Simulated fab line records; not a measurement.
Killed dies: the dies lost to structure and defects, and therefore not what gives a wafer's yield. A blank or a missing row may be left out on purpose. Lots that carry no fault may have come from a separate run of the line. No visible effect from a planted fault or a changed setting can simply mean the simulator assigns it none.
Which tool is to blame? | flow n5_finfet | 11 lots with 30 wafers sampled at 4 steps, on a route of 1938 steps

== WHAT THE GAUGES SHOWED, per wafer ==
N5_BEOL_M9_CD_MEAS_18: pitch 140 nm, target cd 70 nm.
lot  | measured     | on        | cd_nm (nm)
L323 | day 9 18:54  | cd_sem-03 | 71.1 69.6 70.4
L325 | day 10 15:05 | cd_sem-02 | 69.2 69.4 69.7
L329 | day 11 01:25 | cd_sem-02 | 68.6 69.4 69.4
L328 | day 11 02:31 | cd_sem-01 | 70.2 69.7 69.9
L327 | day 11 09:03 | cd_sem-01 | 71.4 69.8 70.8
L334 | day 12 23:11 | cd_sem-02 | 69.6 70.4 70.4
L335 | day 13 10:01 | cd_sem-02 | 70.1 69.2 69.4
L339 | day 13 17:19 | cd_sem-03 | 69.6 71.0
L337 | day 13 19:53 | cd_sem-01 | 68.9 70.1
L342 | day 14 02:17 | cd_sem-03 | 70.2 70.1
L343 | day 14 20:20 | cd_sem-02 | 68.6 69.2 69.9

== TOOL THAT RAN EACH LOT (tool first, then ch and the chambers of the sampled wafers, then the start) ==
lot  | N5_BEOL_M8_DEP_56               | N5_BEOL_M9_HM_DEP_02         | N5_BEOL_M9_HM_OPEN_17
L323 | pecvd-02 ch 0,1, day 9 14:27    | pvd_sputter-01, day 9 17:34  | rie_metal-01 ch 0,1, day 9 18:39
L325 | pecvd-02 ch 0,2, day 10 12:17   | pvd_sputter-02, day 10 14:09 | rie_metal-02 ch 0,1, day 10 14:53
L329 | pecvd-04 ch 0,1, day 10 22:15   | pvd_sputter-02, day 11 00:19 | rie_metal-02 ch 0,1, day 11 01:16
L328 | pecvd-01 ch 1,2, day 11 00:08   | pvd_sputter-01, day 11 01:29 | rie_metal-02 ch 0,1, day 11 02:20
L327 | pecvd-04 ch 0,1, day 11 06:32   | pvd_sputter-01, day 11 07:43 | rie_metal-02 ch 0,1, day 11 08:52
L334 | pecvd-04 ch 0,2, day 12 19:44   | pvd_sputter-03, day 12 22:09 | rie_metal-03 ch 0,1, day 12 23:00
L335 | pecvd-01 ch 0,1,2, day 13 06:11 | pvd_sputter-01, day 13 08:59 | rie_metal-01 ch 0,1, day 13 09:50
L339 | pecvd-04 ch 1, day 13 14:41     | pvd_sputter-01, day 13 16:24 | rie_metal-02 ch 0, day 13 17:08
L337 | pecvd-04 ch 0,1, day 13 17:47   | pvd_sputter-01, day 13 18:55 | rie_metal-01 ch 0,1, day 13 19:43
L342 | pecvd-01 ch 0,1, day 14 00:22   | pvd_sputter-01, day 14 01:14 | rie_metal-01 ch 0, day 14 02:08
L343 | pecvd-04 ch 1,2, day 14 17:19   | pvd_sputter-02, day 14 18:40 | rie_metal-01 ch 0, day 14 19:57
- N5_BEOL_M8_DEP_56: deposits SiCN from 3MS/NH3, target thk 10 nm, time 17.5 s.
- N5_BEOL_M9_HM_DEP_02: deposits TiN, target thk 20 nm.
- N5_BEOL_M9_HM_OPEN_17: chemistry Cl2/BCl3, target TiN, target depth 20 nm, overetch 6 nm.

== THE ANSWER, worked out from the rows above alone ==
Rule: usual is defined by the lots themselves. Put in order of their means at a reading, lots are off if they are a third of the lots or fewer, leave a main group of 4 or more, and stand apart from it by a gap of 3 or more times the standard deviation of the main group's means; of several such gaps the widest counts. A main group whose means are all the same, to the digits that the tables above print for the reading, isn't used. Also off: a lot with no number at a reading for which 4 or more lots have one. Where the step has rows for the other lots, those lots are counted as sound.
Nothing can be told from this: no lot is off at any reading shown.

== WHAT HAD BEEN PUT IN BY THE SIMULATOR ==
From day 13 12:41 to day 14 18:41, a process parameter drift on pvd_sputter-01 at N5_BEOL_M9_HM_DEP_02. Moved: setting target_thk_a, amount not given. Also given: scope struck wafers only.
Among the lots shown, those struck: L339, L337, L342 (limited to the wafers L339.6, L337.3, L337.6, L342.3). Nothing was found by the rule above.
